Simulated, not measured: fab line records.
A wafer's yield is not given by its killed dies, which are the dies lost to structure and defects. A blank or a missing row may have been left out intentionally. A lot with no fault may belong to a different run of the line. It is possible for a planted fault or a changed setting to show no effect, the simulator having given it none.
Chamber matching | flow nand harc | 4 sister chambers for NHARC_A_CHANNEL_FILL_D1_ALD_16 on ald hk-02
The step deposits SiO2, target thk 1.5 nm, pulse time 10 s, ald cycles 15. 20 wafers are shown with their chamber, then 10 later ones without.

== WAFERS PAIRED WITH THEIR CHAMBERS ==
wafer  | chamber | heater power w (W) | susceptor temp C (C) | precursor pulse height rel
L074.1 | 3       | 491                | 300.20               | 1.017
L074.3 | 1       | 481                | 300.03               | 1.005
L074.6 | 3       | 485                | 300.12               | 1.032
L075.2 | 1       | 495                | 300.22               | 1.021
L075.3 | 3       | 488                | 300.13               | 1.003
L075.5 | 0       | 390                | 300.23               | 1.028
L079.2 | 1       | 492                | 300.30               | 0.970
L079.3 | 0       | 404                | 300.06               | 1.010
L079.4 | 2       | 515                | 300.44               | 1.026
L078.2 | 0       | 386                | 299.80               | 1.010
L078.4 | 3       | 490                | 299.76               | 0.986
L078.5 | 2       | 523                | 299.91               | 1.004
L080.2 | 2       | 523                | 300.28               | 0.978
L080.3 | 0       | 397                | 299.75               | 0.996
L080.5 | 2       | 537                | 300.00               | 1.018
L082.1 | 1       | 496                | 299.92               | 0.972
L082.3 | 2       | 535                | 300.39               | 1.002
L082.5 | 1       | 478                | 300.13               | 0.994
L085.1 | 1       | 492                | 300.15               | 1.003
L085.2 | 3       | 489                | 299.89               | 1.006

SIGNATURES (averages over the wafers above)
reading                    | chamber 0 | chamber 1 | chamber 2 | chamber 3 | scatter within a chamber
heater power w             | 394.25    | 489.00    | 526.60    | 488.60    | 7.23
susceptor temp C           | 299.9600  | 300.1250  | 300.2040  | 300.0200  | 0.195
precursor pulse height rel | 1.01100   | 0.99417   | 1.00560   | 1.00880   | 0.0177
Rule: a wafer lies at a distance from a chamber equal to the root of the sum of squares, over the readings, of (its reading less the chamber's mean, divided by the reading's scatter). The wafer belongs to the nearest chamber; if the next one is less than 2 further off, it can't be placed. The scatter: the root of (the sum of the squares of (reading less its chamber's mean) over the shown wafers, divided by (wafers less chambers)).

== WAFERS MISSING THEIR CHAMBER ==
wafer  | heater power w (W) | susceptor temp C (C) | precursor pulse height rel
L085.4 | 539                | 299.94               | 1.022
L087.2 | 485                | 300.08               | 1.018
L087.3 | 526                | 300.01               | 0.990
L087.5 | 504                | 300.02               | 1.009
L092.1 | 459                | 299.76               | 0.988
L092.3 | 475                | 300.02               | 0.984
L092.4 | 499                | 299.97               | 0.974
L094.1 | 458                | 299.92               | 1.007
L094.2 | 484                | 299.55               | 0.995
L094.4 | 398                | 299.87               | 0.991

== CHAMBER TAKEN BY EACH ==
wafer  | from the rows above          | in truth
L085.4 | 2                            | 2
L087.2 | can't be placed: 3 or 1      | 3
L087.3 | 2                            | 2
L087.5 | can't be placed: 3 or 1 or 2 | 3
L092.1 | can't be placed: 3 or 1      | 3
L092.3 | can't be placed: 1 or 3      | 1
L092.4 | can't be placed: 1 or 3      | 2
L094.1 | can't be placed: 3 or 1      | 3
L094.2 | can't be placed: 3 or 1      | 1
L094.4 | 0                            | 0
Placed correctly: 3 of 10. Unplaceable from these rows: 7, with the true chamber sitting among the candidates in 6. Wrongly placed: 0.
